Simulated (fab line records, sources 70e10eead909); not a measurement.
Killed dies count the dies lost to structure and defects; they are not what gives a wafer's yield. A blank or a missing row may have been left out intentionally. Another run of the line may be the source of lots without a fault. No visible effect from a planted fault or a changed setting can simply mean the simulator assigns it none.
fab line records	flow nandHarc
record: lots: 14	wafers: 42	lastDay: 33
route steps=1302 shown A_ONON_D1@425 END@1302
lots that met no fault: from a run of the same line without faults
startH: hours from the record's opening day to when the first of the lot's shown wafers began	waitH: hours since the lot's step before	" repeats the value in the row above	L1.1+2: a row that stands for several wafers	- no value present, or no start provided	* or withheld: withheld	< > ~ a bound
route shown NAME@n: a module of which the file shows steps, and the number in the route of the first	usual: mean/standard deviation taken from wafers without a fault	same: alike in all rows	chamber/n: place in a boat	sites: each site's reading	_std_site: how widely they spread, as a standard deviation	_edge_site: the outer-site mean with the inner-site mean subtracted	radiusMm: for every site, how far away it sits from the centre of the wafer	mask NAME#n: copy n	behind: the last tool/chamber to shape the wafer	hold: why the lot was held/for how many hours/how that ended	device: names the non-switching transistor (n, p or np)	end of line: tests of these same wafers at the route's end	a step without rows: its recipe alone	killed: at the first sort, the dies lost to defects and structure; wafer yield is something else	map: shows each die of a wafer: x if killed, . if not, _ if none is there
set.NAME: the setting that was run; set.NAME@STEP: the one run at that earlier step	model.NAME: the simulator's own value behind a step, which no gauge read
a sample of lots followed through the steps of the route, with each step as a table and each wafer as a row
services: from which hour (startH, from the record's first day; less than 0 if before it) a tool's chamber was out of use, for how many hours, and why
== steps ==
step: NHARC_A_ONON_D1_THK_MEAS_02
recipe: thkMeasGauge: ellipsometry
usual: thkNm: 995/9.5
lot.wafer	tool	chamber	startH	waitH	thkNm
L389.1	filmMetro-02	-	164.21	-	982
L389.2	"	-	"	"	981
L389.5	"	-	"	"	981
L390.1	filmMetro-01	-	164.21	-	989
L390.2	"	-	"	"	987
L390.6	"	-	"	"	987
L392.1	filmMetro-01	-	189.64	-	992
L392.2	"	-	"	"	993
L392.6	"	-	"	"	993
L396.2	filmMetro-02	-	227.49	-	981
L396.3	"	-	"	"	982
L396.4	"	-	"	"	982
L397.1	filmMetro-01	-	242.90	-	998
L397.2	"	-	"	"	997
L397.5	"	-	"	"	997
L401.3	filmMetro-02	-	289.09	-	997
L401.4	"	-	"	"	996
L401.5	"	-	"	"	996
L402.1	filmMetro-01	-	289.09	-	993
L402.4	"	-	"	"	992
L402.6	"	-	"	"	992
L404.2	filmMetro-02	-	303.75	-	1000
L404.5	"	-	"	"	1000
L404.6	"	-	"	"	1001
L405.1	filmMetro-02	-	321.51	-	1013
L405.2	"	-	"	"	1012
L405.4	"	-	"	"	1013
L407.1	filmMetro-02	-	337.94	-	985
L407.4	"	-	"	"	986
L407.5	"	-	"	"	985
L408.1	filmMetro-02	-	346.91	-	996
L408.2	"	-	"	"	994
L408.4	"	-	"	"	996
L410.1	filmMetro-01	-	367.45	-	1002
L410.2	"	-	"	"	1001
L410.4	"	-	"	"	1000
L411.2	filmMetro-01	-	385.46	-	1013
L411.3	"	-	"	"	1011
L411.6	"	-	"	"	1012
L412.2	filmMetro-02	-	388.85	-	990
L412.3	"	-	"	"	987
L412.4	"	-	"	"	987
step: NHARC_A_ONON_D1_THK_MEAS_14
recipe: thkMeasGauge: ellipsometry
usual: thkNm: 1000/7.9
lot.wafer	tool	chamber	startH	waitH	thkNm
L390.1	filmMetro-02	-	166.47	-	1000
L390.2	"	-	"	"	998
L390.6	"	-	"	"	1001
L389.1	filmMetro-02	-	166.48	-	1002
L389.2	"	-	"	"	1002
L389.5	"	-	"	"	1003
L392.1	filmMetro-01	-	191.91	-	1002
L392.2	"	-	"	"	1002
L392.6	"	-	"	"	1002
L396.2	filmMetro-01	-	229.77	-	993
L396.3	"	-	"	"	990
L396.4	"	-	"	"	993
L397.1	filmMetro-02	-	245.16	-	1000
L397.2	"	-	"	"	1001
L397.5	"	-	"	"	999
L401.3	filmMetro-02	-	291.34	-	989
L401.4	"	-	"	"	989
L401.5	"	-	"	"	989
L402.1	filmMetro-01	-	291.38	-	1004
L402.4	"	-	"	"	1001
L402.6	"	-	"	"	1004
L404.2	filmMetro-02	-	306.02	-	999
L404.5	"	-	"	"	998
L404.6	"	-	"	"	999
L405.1	filmMetro-02	-	323.77	-	1007
L405.2	"	-	"	"	1007
L405.4	"	-	"	"	1007
L407.1	filmMetro-01	-	340.20	-	999
L407.4	"	-	"	"	999
L407.5	"	-	"	"	999
L408.1	filmMetro-02	-	349.18	-	991
L408.2	"	-	"	"	990
L408.4	"	-	"	"	991
L410.1	filmMetro-01	-	369.71	-	1002
L410.2	"	-	"	"	1002
L410.4	"	-	"	"	1003
L411.2	filmMetro-01	-	387.74	-	1000
L411.3	"	-	"	"	1002
L411.6	"	-	"	"	1000
L412.2	filmMetro-01	-	391.09	-	1013
L412.3	"	-	"	"	1011
L412.4	"	-	"	"	1013
step: NHARC_A_ONON_D1_DEP_16
recipe: targetThkA: 10000	n2FlowSccm: 2750	n2oFlowSccm: 2000	nh3FlowSccm: 500	sih4FlowSccm: 210	tempC: 400
usual: n2FlowSccm: 2752/8	n2oFlowSccm: 2000/6.7
lot.wafer	tool	chamber	startH	waitH	n2FlowSccm	n2oFlowSccm
L390.1	pecvdOnon-01	0	173.77	0.1	2744	1997
L390.2	"	0	"	"	2762	2000
L390.6	"	0	"	"	2741	1988
L389.1	pecvdOnon-04	0	173.77	0.1	2753	1999
L389.2	"	0	"	"	2752	1997
L389.5	"	0	"	"	2756	1999
L392.1	pecvdOnon-03	0	199.22	0.1	2762	2018
L392.2	"	0	"	"	2756	2019
L392.6	"	0	"	"	2763	2005
L396.2	pecvdOnon-01	-	237.34	0.1	-	-
L396.3	"	-	"	"	-	-
L396.4	"	-	"	"	-	-
L397.1	pecvdOnon-01	-	252.44	0.1	-	-
L397.2	"	-	"	"	-	-
L397.5	"	-	"	"	-	-
L402.1	pecvdOnon-03	0	298.63	0.1	2738	2003
L402.4	"	0	"	"	2744	1999
L402.6	"	0	"	"	2755	1997
L401.3	pecvdOnon-01	0	298.75	0.2	2757	2005
L401.4	"	0	"	"	2746	1999
L401.5	"	0	"	"	2752	1995
L404.2	pecvdOnon-01	0	316.82	0.1	2756	2001
L404.5	"	0	"	"	2755	1997
L404.6	"	0	"	"	2763	1996
L405.1	pecvdOnon-03	0	331.22	0.1	2745	1991
L405.2	"	0	"	"	2750	1999
L405.4	"	0	"	"	2748	2005
L407.1	pecvdOnon-04	0	348.00	0.1	2750	1997
L407.4	"	0	"	"	2752	2003
L407.5	"	0	"	"	2748	2010
L408.1	pecvdOnon-01	0	356.44	0.1	2745	2004
L408.2	"	0	"	"	2743	1995
L408.4	"	0	"	"	2735	2006
L410.1	pecvdOnon-03	0	376.96	0.1	2749	1992
L410.2	"	0	"	"	2752	2003
L410.4	"	0	"	"	2750	1994
L412.2	pecvdOnon-01	0	396.76	0.1	2742	1979
L412.3	"	0	"	"	2756	1998
L412.4	"	0	"	"	2755	1997
L411.2	pecvdOnon-03	0	396.76	0.1	2758	1999
L411.3	"	0	"	"	2750	2003
L411.6	"	0	"	"	2763	1996
step: NHARC_END_SORT_01
recipe: tempC: 25
usual: killedAtArray: 61/26	killedAtOther: 0.8/1.1	killedAtPeriphery: 4.0/2.6	killedDies: 66/26	killedOpen: 3.1/1.7	killedShort: 2.5/1.5
same: grossDies: 677
lot.wafer	tool	chamber	startH	waitH	killedAtArray	killedAtOther	killedAtPeriphery	killedDies	killedOpen	killedShort
L390.1	prober-01	0	567.67	2.5	81	3	7	91	4	1
L390.2	prober-01	0	568.47	2.8	80	0	2	82	3	2
L390.6	prober-01	0	571.67	4.0	68	1	5	74	3	2
L389.1	prober-02	0	567.71	2.5	67	0	5	72	4	3
L389.2	prober-02	0	568.51	2.8	62	0	3	65	5	4
L389.5	prober-02	0	570.90	3.7	68	0	6	74	5	6
L392.1	prober-01	0	575.49	2.5	29	1	6	36	7	3
L392.2	prober-01	0	576.30	2.8	25	0	7	32	4	4
L392.6	prober-01	0	579.55	4.1	24	0	4	28	3	2
L396.2	prober-01	0	626.97	2.8	667	0	10	677	0	3
L396.3	prober-01	0	627.76	3.1	672	0	5	677	6	2
L396.4	prober-01	0	628.56	3.4	669	0	8	677	3	3
L397.1	prober-02	0	642.80	2.5	675	1	1	677	2	4
L397.2	prober-02	0	643.61	2.8	674	1	2	677	3	2
L397.5	prober-02	0	646.05	3.8	670	0	7	677	2	2
L402.1	prober-01	0	689.93	2.4	39	0	5	44	3	4
L402.4	prober-01	0	692.35	3.4	38	2	3	43	4	4
L402.6	prober-01	0	693.97	4.0	41	0	2	43	5	1
L404.2	prober-01	0	711.43	2.8	26	0	5	31	3	3
L404.5	prober-01	0	713.85	3.7	23	0	4	27	5	2
L404.6	prober-01	0	714.66	4.0	39	0	4	43	6	0
L401.3	prober-02	0	719.99	3.1	64	1	1	66	2	5
L401.4	prober-02	0	720.79	3.4	69	0	0	69	3	3
L401.5	prober-02	0	721.58	3.7	58	1	2	61	4	4
L405.1	prober-02	0	726.22	2.5	87	2	4	93	4	2
L405.2	prober-02	0	727.01	2.8	83	1	2	86	5	4
L405.4	prober-02	0	728.59	3.4	88	0	3	91	2	6
L407.1	prober-01	0	738.60	2.5	46	0	5	51	1	1
L407.4	prober-01	0	741.05	3.4	54	0	6	60	3	4
L407.5	prober-01	0	741.86	3.8	46	0	3	49	1	4
L408.1	prober-02	0	738.65	2.5	36	2	7	45	2	4
L408.2	prober-02	0	739.45	2.8	36	1	11	48	3	3
L408.4	prober-02	0	741.07	3.4	32	2	6	40	1	1
L410.1	prober-01	0	762.89	2.5	91	1	5	97	5	2
L410.2	prober-01	0	763.70	2.8	87	1	4	92	2	3
L410.4	prober-01	0	765.32	3.4	98	0	4	102	2	1
L412.2	prober-02	0	772.40	2.8	38	0	5	43	6	4
L412.3	prober-02	0	773.21	3.1	50	0	4	54	4	1
L412.4	prober-02	0	774.01	3.4	56	0	2	58	2	1
L411.2	prober-01	0	781.06	2.8	49	4	7	60	6	3
L411.3	prober-01	0	781.86	3.1	42	3	2	47	2	3
L411.6	prober-01	0	784.26	4.0	38	0	4	42	5	2
killed by level:class
L390.1 A_CHANNEL_HOLE_D2:chamberFilmFlake=36 A_CHANNEL_HOLE_D1:chamberFilmFlake=26 A_STAIRCASE:chamberFilmFlake=7 A_CONTACT:chamberFilmFlake=7 P_CONTACT:chamberFilmFlake=5 THIN_TSV:chamberFilmFlake=2 A_CONTACT:unspecified=2 P_CONTACT:geometricParticle:open=1
L389.1 A_CHANNEL_HOLE_D2:chamberFilmFlake=35 A_SLIT:chamberFilmFlake=20 A_CONTACT:chamberFilmFlake=4 P_CONTACT:geometricParticle:open=2 A_WL_FILL:chamberFilmFlake=2 P_M0:geometricParticle:open=1 A_ONON_D1:geometricParticle:open=1 A_CHANNEL_FILL_D1:geometricParticle:short=1
L390.2 A_CHANNEL_HOLE_D1:chamberFilmFlake=35 A_CHANNEL_HOLE_D2:chamberFilmFlake=28 A_CONTACT:chamberFilmFlake=6 A_STAIRCASE:chamberFilmFlake=3 A_CONTACT:unspecified=3 A_ONON_D1:geometricParticle:short=1 A_CHANNEL_FILL_D1:geometricParticle:open=1 A_DECK1_JOINT:geometricParticle:short=1
L389.2 A_CHANNEL_HOLE_D2:chamberFilmFlake=28 A_SLIT:chamberFilmFlake=23 A_CONTACT:chamberFilmFlake=3 P_CONTACT:geometricParticle:open=1 P_BONDPAD:geometricParticle:open=1 A_ONON_D1:geometricParticle:short=1 A_CHANNEL_FILL_D1:geometricParticle:open=1 A_ONON_D2:geometricParticle:short=1
L389.5 A_CHANNEL_HOLE_D2:chamberFilmFlake=29 A_SLIT:chamberFilmFlake=28 A_ONON_D2:geometricParticle:open=2 P_STI:geometricParticle:short=1 P_GATE:geometricParticle:short=1 P_M0:geometricParticle:short=1 P_M1:geometricParticle:short=1 A_ONON_D1:geometricParticle:open=1
L390.6 A_CHANNEL_HOLE_D1:chamberFilmFlake=31 A_CHANNEL_HOLE_D2:chamberFilmFlake=21 A_CONTACT:chamberFilmFlake=6 P_CONTACT:chamberFilmFlake=5 A_CONTACT:unspecified=3 A_CHANNEL_FILL_D2:geometricParticle:open=2 A_STAIRCASE:chamberFilmFlake=2 A_DECK1_JOINT:geometricParticle:short=1
L392.1 A_CHANNEL_HOLE_D2:chamberFilmFlake=10 A_CONTACT:chamberFilmFlake=6 A_CHANNEL_HOLE_D1:chamberFilmFlake=3 P_GATE:chamberFilmFlake=2 A_STAIRCASE:chamberFilmFlake=2 A_WL_FILL:chamberFilmFlake=2 P_STI:geometricParticle:short=1 P_GATE:geometricParticle:open=1
L392.2 A_CHANNEL_HOLE_D2:chamberFilmFlake=8 P_GATE:chamberFilmFlake=3 A_STAIRCASE:chamberFilmFlake=3 A_WL_FILL:chamberFilmFlake=3 P_M1:geometricParticle:short=2 A_ONON_D2:geometricParticle:short=2 A_CHANNEL_HOLE_D1:chamberFilmFlake=2 A_CONTACT:chamberFilmFlake=2
L392.6 A_CHANNEL_HOLE_D2:chamberFilmFlake=9 A_CONTACT:chamberFilmFlake=4 P_GATE:chamberFilmFlake=3 A_CHANNEL_HOLE_D1:chamberFilmFlake=2 A_STAIRCASE:chamberFilmFlake=2 P_M0:geometricParticle:open=1 A_SOURCE_PLATE:geometricParticle:open=1 A_SOURCE_PLATE:geometricParticle:short=1
L396.2 A_ONON_D1:areaDep=572 A_CHANNEL_HOLE_D2:chamberFilmFlake=28 A_SLIT:chamberFilmFlake=28 A_CHANNEL_HOLE_D1:chamberFilmFlake=25 P_BONDPAD:chamberFilmFlake=5 A_CONTACT:chamberFilmFlake=5 A_STAIRCASE:chamberFilmFlake=3 P_CONTACT:chamberFilmFlake=2
L396.3 A_ONON_D1:areaDep=556 A_CHANNEL_HOLE_D2:chamberFilmFlake=37 A_CHANNEL_HOLE_D1:chamberFilmFlake=32 A_SLIT:chamberFilmFlake=31 A_CONTACT:chamberFilmFlake=7 A_DECK1_JOINT:geometricParticle:open=2 P_GATE:chamberFilmFlake=2 P_M0:geometricParticle:short=1
L396.4 A_ONON_D1:areaDep=570 A_SLIT:chamberFilmFlake=31 A_CHANNEL_HOLE_D2:chamberFilmFlake=29 A_CHANNEL_HOLE_D1:chamberFilmFlake=27 P_BONDPAD:chamberFilmFlake=5 A_CHANNEL_FILL_D2:chamberFilmFlake=3 A_ONON_D1:geometricParticle:short=2 A_STAIRCASE:chamberFilmFlake=2
L397.1 A_ONON_D1:areaDep=592 A_CHANNEL_HOLE_D1:chamberFilmFlake=27 A_SLIT:chamberFilmFlake=24 A_CHANNEL_HOLE_D2:chamberFilmFlake=17 A_CONTACT:chamberFilmFlake=6 P_CONTACT:geometricParticle:short=1 A_CHANNEL_HOLE_D1:geometricParticle:short=1 A_ONON_D2:geometricParticle:open=1
L397.2 A_ONON_D1:areaDep=571 A_CHANNEL_HOLE_D2:chamberFilmFlake=35 A_SLIT:chamberFilmFlake=30 A_CHANNEL_HOLE_D1:chamberFilmFlake=29 A_ONON_D1:geometricParticle:open=1 A_DECK1_JOINT:geometricParticle:short=1 A_WL_FILL:geometricParticle:short=1 A_CONTACT:geometricParticle:open=1
L397.5 A_ONON_D1:areaDep=545 A_CHANNEL_HOLE_D1:chamberFilmFlake=40 A_SLIT:chamberFilmFlake=40 A_CHANNEL_HOLE_D2:chamberFilmFlake=34 A_DECK1_JOINT:chamberFilmFlake=4 P_ZERO_WELL:chamberFilmFlake=3 P_GATE:chamberFilmFlake=3 P_CONTACT:geometricParticle:short=1
L402.1 A_CHANNEL_HOLE_D1:chamberFilmFlake=30 A_ONON_D1:geometricParticle:short=2 P_CONTACT:geometricParticle:short=1 P_CONTACT:geometricParticle:open=1 A_CHANNEL_FILL_D1:geometricParticle:open=1 A_ONON_D2:geometricParticle:short=1 A_M1:geometricParticle:open=1 P_ZERO_WELL:chamberFilmFlake=1
L402.4 A_CHANNEL_HOLE_D1:chamberFilmFlake=24 A_STAIRCASE:chamberFilmFlake=3 A_CONTACT:chamberFilmFlake=2 THIN_TSV:chamberFilmFlake=2 P_M0:geometricParticle:short=1 P_M1:geometricParticle:short=1 A_CHANNEL_FILL_D1:geometricParticle:open=1 A_CHANNEL_FILL_D1:geometricParticle:short=1
L402.6 A_CHANNEL_HOLE_D1:chamberFilmFlake=24 A_CONTACT:chamberFilmFlake=4 A_CHANNEL_FILL_D1:geometricParticle:open=2 A_CHANNEL_HOLE_D2:chamberFilmFlake=2 A_STAIRCASE:chamberFilmFlake=2 A_SLIT:chamberFilmFlake=2 P_M0:geometricParticle:open=1 A_CHANNEL_FILL_D2:geometricParticle:short=1
L404.2 A_CHANNEL_HOLE_D1:chamberFilmFlake=7 A_CONTACT:chamberFilmFlake=5 A_SLIT:chamberFilmFlake=4 P_M0:chamberFilmFlake=3 A_STAIRCASE:chamberFilmFlake=3 P_M0:geometricParticle:open=2 A_ONON_D1:geometricParticle:short=1 A_CHANNEL_FILL_D1:geometricParticle:short=1
L404.5 A_CHANNEL_HOLE_D1:chamberFilmFlake=11 A_SLIT:chamberFilmFlake=4 A_STAIRCASE:chamberFilmFlake=2 P_M0:geometricParticle:open=1 P_M1:geometricParticle:short=1 A_CHANNEL_FILL_D1:geometricParticle:open=1 A_DECK1_JOINT:geometricParticle:open=1 A_ONON_D2:geometricParticle:open=1
L404.6 A_CHANNEL_HOLE_D1:chamberFilmFlake=15 A_SLIT:chamberFilmFlake=7 A_CONTACT:chamberFilmFlake=6 A_STAIRCASE:chamberFilmFlake=4 P_M0:chamberFilmFlake=2 P_M1:geometricParticle:open=1 A_SOURCE_PLATE:geometricParticle:open=1 A_CHANNEL_FILL_D1:geometricParticle:open=1
L401.3 A_SLIT:chamberFilmFlake=23 A_CHANNEL_HOLE_D2:chamberFilmFlake=13 A_CONTACT:chamberFilmFlake=9 A_CHANNEL_HOLE_D1:chamberFilmFlake=6 A_STAIRCASE:chamberFilmFlake=6 A_SOURCE_PLATE:geometricParticle:short=1 A_CHANNEL_HOLE_D1:geometricParticle:short=1 A_CHANNEL_FILL_D1:geometricParticle:open=1
L401.4 A_SLIT:chamberFilmFlake=32 A_CHANNEL_HOLE_D2:chamberFilmFlake=14 A_CHANNEL_HOLE_D1:chamberFilmFlake=6 A_CONTACT:chamberFilmFlake=5 A_CHANNEL_FILL_D1:geometricParticle:short=2 A_CHANNEL_FILL_D2:chamberFilmFlake=2 A_STAIRCASE:chamberFilmFlake=2 A_WL_FILL:chamberFilmFlake=2
L401.5 A_SLIT:chamberFilmFlake=26 A_CHANNEL_HOLE_D2:chamberFilmFlake=9 A_CHANNEL_HOLE_D1:chamberFilmFlake=5 A_STAIRCASE:chamberFilmFlake=5 A_CONTACT:chamberFilmFlake=4 P_GATE:geometricParticle:short=1 A_ONON_D1:geometricParticle:open=1 A_CHANNEL_FILL_D1:geometricParticle:open=1
L405.1 A_SLIT:chamberFilmFlake=30 A_CHANNEL_HOLE_D1:chamberFilmFlake=27 A_CHANNEL_HOLE_D2:chamberFilmFlake=14 A_STAIRCASE:chamberFilmFlake=7 P_ZERO_WELL:chamberFilmFlake=2 A_ZERO_WELL:chamberFilmFlake=2 A_CHANNEL_FILL_D1:chamberFilmFlake=2 THIN_TSV:chamberFilmFlake=2
L405.2 A_CHANNEL_HOLE_D1:chamberFilmFlake=34 A_SLIT:chamberFilmFlake=28 A_CHANNEL_HOLE_D2:chamberFilmFlake=12 A_CHANNEL_FILL_D2:geometricParticle:short=2 A_SGD_CUT:geometricParticle:open=2 P_CONTACT:geometricParticle:short=1 P_M2:geometricParticle:open=1 A_CHANNEL_HOLE_D2:geometricParticle:open=1
L405.4 A_CHANNEL_HOLE_D1:chamberFilmFlake=34 A_SLIT:chamberFilmFlake=32 A_CHANNEL_HOLE_D2:chamberFilmFlake=10 A_ONON_D1:geometricParticle:short=2 A_ONON_D2:geometricParticle:short=2 A_CHANNEL_FILL_D1:chamberFilmFlake=2 A_STAIRCASE:chamberFilmFlake=2 P_CONTACT:geometricParticle:short=1
L407.1 A_CHANNEL_HOLE_D2:chamberFilmFlake=25 A_CHANNEL_HOLE_D1:chamberFilmFlake=9 A_CONTACT:chamberFilmFlake=5 P_CONTACT:chamberFilmFlake=4 A_SLIT:chamberFilmFlake=3 A_WL_FILL:geometricParticle:short=1 A_BLC:geometricParticle:open=1 P_BONDPAD:chamberFilmFlake=1
L408.1 A_CHANNEL_HOLE_D1:chamberFilmFlake=12 A_STAIRCASE:chamberFilmFlake=7 A_CONTACT:chamberFilmFlake=7 P_M2:chamberFilmFlake=3 A_SLIT:chamberFilmFlake=3 A_DECK1_JOINT:geometricParticle:short=2 P_CONTACT:chamberFilmFlake=2 THIN_TSV:chamberFilmFlake=2
L408.2 A_CHANNEL_HOLE_D1:chamberFilmFlake=14 A_STAIRCASE:chamberFilmFlake=5 A_SLIT:chamberFilmFlake=5 P_CONTACT:chamberFilmFlake=4 A_CONTACT:chamberFilmFlake=4 P_M2:chamberFilmFlake=3 P_M0:geometricParticle:open=2 A_DECK1_JOINT:geometricParticle:short=1
L407.4 A_CHANNEL_HOLE_D2:chamberFilmFlake=16 A_CHANNEL_HOLE_D1:chamberFilmFlake=12 A_SLIT:chamberFilmFlake=8 A_CONTACT:chamberFilmFlake=6 P_CONTACT:chamberFilmFlake=4 A_ZERO_WELL:chamberFilmFlake=3 A_BLC:geometricParticle:open=2 P_STI:chamberFilmFlake=2
L408.4 A_CHANNEL_HOLE_D1:chamberFilmFlake=13 A_CONTACT:chamberFilmFlake=10 A_SLIT:chamberFilmFlake=4 P_CONTACT:chamberFilmFlake=3 A_STAIRCASE:chamberFilmFlake=3 P_M2:chamberFilmFlake=2 THIN_TSV:chamberFilmFlake=2 A_SGD_CUT:geometricParticle:short=1
L407.5 A_CHANNEL_HOLE_D2:chamberFilmFlake=19 A_CHANNEL_HOLE_D1:chamberFilmFlake=7 A_SLIT:chamberFilmFlake=6 A_CONTACT:chamberFilmFlake=4 A_ONON_D1:geometricParticle:short=2 P_CONTACT:chamberFilmFlake=2 A_ZERO_WELL:chamberFilmFlake=2 A_WL_FILL:chamberFilmFlake=2
L410.1 A_SLIT:chamberFilmFlake=31 A_CHANNEL_HOLE_D2:chamberFilmFlake=22 A_CHANNEL_HOLE_D1:chamberFilmFlake=16 A_CONTACT:chamberFilmFlake=11 A_STAIRCASE:chamberFilmFlake=4 P_ZERO_WELL:chamberFilmFlake=3 P_GATE:geometricParticle:open=1 P_M0:geometricParticle:open=1
L410.2 A_SLIT:chamberFilmFlake=30 A_CHANNEL_HOLE_D2:chamberFilmFlake=25 A_CHANNEL_HOLE_D1:chamberFilmFlake=13 A_CONTACT:chamberFilmFlake=10 A_STAIRCASE:chamberFilmFlake=3 P_ZERO_WELL:chamberFilmFlake=2 A_WL_FILL:chamberFilmFlake=2 P_CONTACT:geometricParticle:short=1
L410.4 A_SLIT:chamberFilmFlake=36 A_CHANNEL_HOLE_D2:chamberFilmFlake=34 A_CONTACT:chamberFilmFlake=13 A_CHANNEL_HOLE_D1:chamberFilmFlake=8 P_ZERO_WELL:chamberFilmFlake=3 A_STAIRCASE:chamberFilmFlake=2 A_CHANNEL_FILL_D1:geometricParticle:open=1 A_CHANNEL_FILL_D1:geometricParticle:short=1
L412.2 A_CHANNEL_HOLE_D2:chamberFilmFlake=24 P_STI:geometricParticle:short=2 A_CHANNEL_HOLE_D1:chamberFilmFlake=2 A_STAIRCASE:chamberFilmFlake=2 A_CONTACT:chamberFilmFlake=2 P_CONTACT:geometricParticle:open=1 P_M0:geometricParticle:open=1 A_ONON_D1:geometricParticle:short=1
L412.3 A_CHANNEL_HOLE_D2:chamberFilmFlake=27 A_SLIT:chamberFilmFlake=7 A_CHANNEL_HOLE_D1:chamberFilmFlake=5 A_STAIRCASE:chamberFilmFlake=4 P_GATE:chamberFilmFlake=2 A_ONON_D1:geometricParticle:open=1 A_DECK1_JOINT:geometricParticle:open=1 A_SGD_CUT:geometricParticle:open=1
L412.4 A_CHANNEL_HOLE_D2:chamberFilmFlake=38 A_CHANNEL_HOLE_D1:chamberFilmFlake=6 A_CONTACT:chamberFilmFlake=3 P_GATE:chamberFilmFlake=2 A_SLIT:chamberFilmFlake=2 A_ONON_D1:geometricParticle:open=1 A_CHANNEL_HOLE_D1:geometricParticle:open=1 A_M0:geometricParticle:short=1
L411.2 A_CHANNEL_HOLE_D1:chamberFilmFlake=18 A_SLIT:chamberFilmFlake=11 A_STAIRCASE:chamberFilmFlake=4 THIN_TSV:chamberFilmFlake=4 P_BONDPAD:chamberFilmFlake=3 A_CHANNEL_HOLE_D2:chamberFilmFlake=3 A_CONTACT:chamberFilmFlake=3 P_ZERO_WELL:chamberFilmFlake=2
L411.3 A_CHANNEL_HOLE_D1:chamberFilmFlake=18 A_SLIT:chamberFilmFlake=10 A_CONTACT:chamberFilmFlake=6 A_ONON_D1:geometricParticle:short=2 P_BONDPAD:chamberFilmFlake=2 A_DECK1_JOINT:chamberFilmFlake=2 HYBRID_BOND:chamberFilmFlake=2 A_ONON_D1:geometricParticle:open=1
L411.6 A_CHANNEL_HOLE_D1:chamberFilmFlake=16 A_SLIT:chamberFilmFlake=9 A_STAIRCASE:chamberFilmFlake=3 A_CONTACT:chamberFilmFlake=3 P_BONDPAD:chamberFilmFlake=2 P_CONTACT:geometricParticle:open=1 A_ONON_D2:geometricParticle:open=1 A_ONON_D2:geometricParticle:short=1
== services ==
tool	chamber	startH	hours	kind
pecvdOnon-03	-	227.33	13.0	pm
pecvdOnon-01	-	269.04	13.0	pm
pecvdOnon-04	-	311.28	13.0	pm
pecvdOnon-03	-	378.20	5.9	repair
== key ==
firstSign: step: NHARC_A_ONON_D1_DEP_16	reading: toolRecord	direction: missing
effect: step: NHARC_END_SORT_01	reading: killedAtArray	direction: up	sigmas: 24	usual: 61	struck: 671
moreKillsBornAt: NHARC_A_ONON_D1_DEP_16@pecvdOnon-01: 3406
metAt NHARC_A_ONON_D1_DEP_16
struckLots L396,L397
laterRowsLeftOut L396.2,L396.3,L396.4,L397.1,L397.2,L397.5
testerLeftOut L396,L397
notActingAt NHARC_A_ONON_D1_THK_MEAS_02,NHARC_A_ONON_D1_THK_MEAS_14
onsetBetween 173.77 237.34
fault: kind: skippedStepWhole	tool: pecvdOnon-01	chamber: -	onsetH: 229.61	steps: NHARC_A_ONON_D1_DEP_16	scope: struckLotsOnly
testerLeftOut: of these lots the tester's yield and bins aren't shown, on N5 and GAA mostly nor the transistor test; their killed dies are dies lost to structure and defects alone, not to doping, threshold or leakage, so they don't give the yield
laterRowsLeftOut: the simulator's readings of these wafers behind a module that went badly wrong aren't trusted and aren't shown, but for the sort
